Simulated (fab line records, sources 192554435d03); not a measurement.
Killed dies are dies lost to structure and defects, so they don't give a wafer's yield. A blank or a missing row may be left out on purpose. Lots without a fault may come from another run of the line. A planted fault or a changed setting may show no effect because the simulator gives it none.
Chamber matching | flow n5_finfet | N5_BEOL_M14_ETCH_59 on rie_diel-05: 4 sister chambers
The step etches BARC in N2/H2, target depth 89 nm, overetch 26.7 nm, time 67.9 s. 18 wafers are shown with their chamber, then 9 later ones without.

WAFERS WITH THEIR CHAMBER
wafer  | chamber | showerhead_plenum_p_Torr (Torr) | drypump_motor_current_A (A) | throttle_valve_pct (%)
L861.1 | 3       | 2.44                            | 6.0                         | 18.05
L861.3 | 1       | 2.54                            | 6.6                         | 17.87
L861.5 | 1       | 2.54                            | 6.6                         | 17.89
L863.1 | 2       | 2.62                            | 6.1                         | 18.19
L863.2 | 0       | 2.68                            | 5.7                         | 18.08
L863.4 | 3       | 2.44                            | 6.0                         | 18.02
L866.1 | 0       | 2.68                            | 5.7                         | 18.07
L866.3 | 3       | 2.44                            | 5.9                         | 18.04
L866.5 | 2       | 2.62                            | 6.1                         | 18.21
L865.1 | 1       | 2.54                            | 6.6                         | 17.89
L865.4 | 2       | 2.61                            | 6.0                         | 18.21
L865.6 | 3       | 2.44                            | 6.0                         | 18.04
L869.2 | 2       | 2.61                            | 6.1                         | 18.24
L869.3 | 1       | 2.53                            | 6.6                         | 17.92
L869.5 | 0       | 2.67                            | 5.7                         | 18.12
L876.2 | 3       | 2.43                            | 6.0                         | 18.10
L876.3 | 0       | 2.66                            | 5.7                         | 18.14
L876.5 | 1       | 2.53                            | 6.7                         | 17.94

SIGNATURES (means of the wafers above)
reading                  | chamber 0 | chamber 1 | chamber 2 | chamber 3 | scatter within a chamber
showerhead_plenum_p_Torr | 2.6725    | 2.5360    | 2.6150    | 2.4380    | 0.00641
drypump_motor_current_A  | 5.700     | 6.620     | 6.075     | 5.980     | 0.041
throttle_valve_pct       | 18.1025   | 17.9020   | 18.2125   | 18.0500   | 0.0283
Rule: a wafer's distance from a chamber is the root of the sum, over the readings, of the square of ((its reading less the chamber's mean) divided by the reading's scatter). The wafer belongs to the nearest chamber; if the next one is less than 2 further off, it can't be placed. The scatter: the root of (the sum of the squares of (reading less its chamber's mean) over the shown wafers, divided by (wafers less chambers)).

WAFERS WITHOUT THEIR CHAMBER
wafer  | showerhead_plenum_p_Torr (Torr) | drypump_motor_current_A (A) | throttle_valve_pct (%)
L880.3 | 2.60                            | 6.1                         | 17.88
L880.4 | 2.52                            | 6.6                         | 17.94
L880.5 | 2.60                            | 6.1                         | 17.89
L884.1 | 2.52                            | 6.7                         | 17.96
L884.2 | 2.65                            | 5.7                         | 18.16
L884.5 | 2.66                            | 5.7                         | 18.16
L882.4 | 2.52                            | 6.6                         | 17.97
L882.5 | 2.52                            | 6.6                         | 17.97
L882.6 | 2.60                            | 6.1                         | 17.89

WHICH CHAMBER EACH WENT THROUGH
wafer  | from the rows above | in truth
L880.3 | 2                   | 2
L880.4 | 1                   | 1
L880.5 | 2                   | 2
L884.1 | 1                   | 1
L884.2 | 0                   | 0
L884.5 | 0                   | 0
L882.4 | 1                   | 1
L882.5 | 1                   | 1
L882.6 | 2                   | 2
Placed correctly: 9 of 9. Can't be placed from these rows: 0. Placed wrongly: 0.
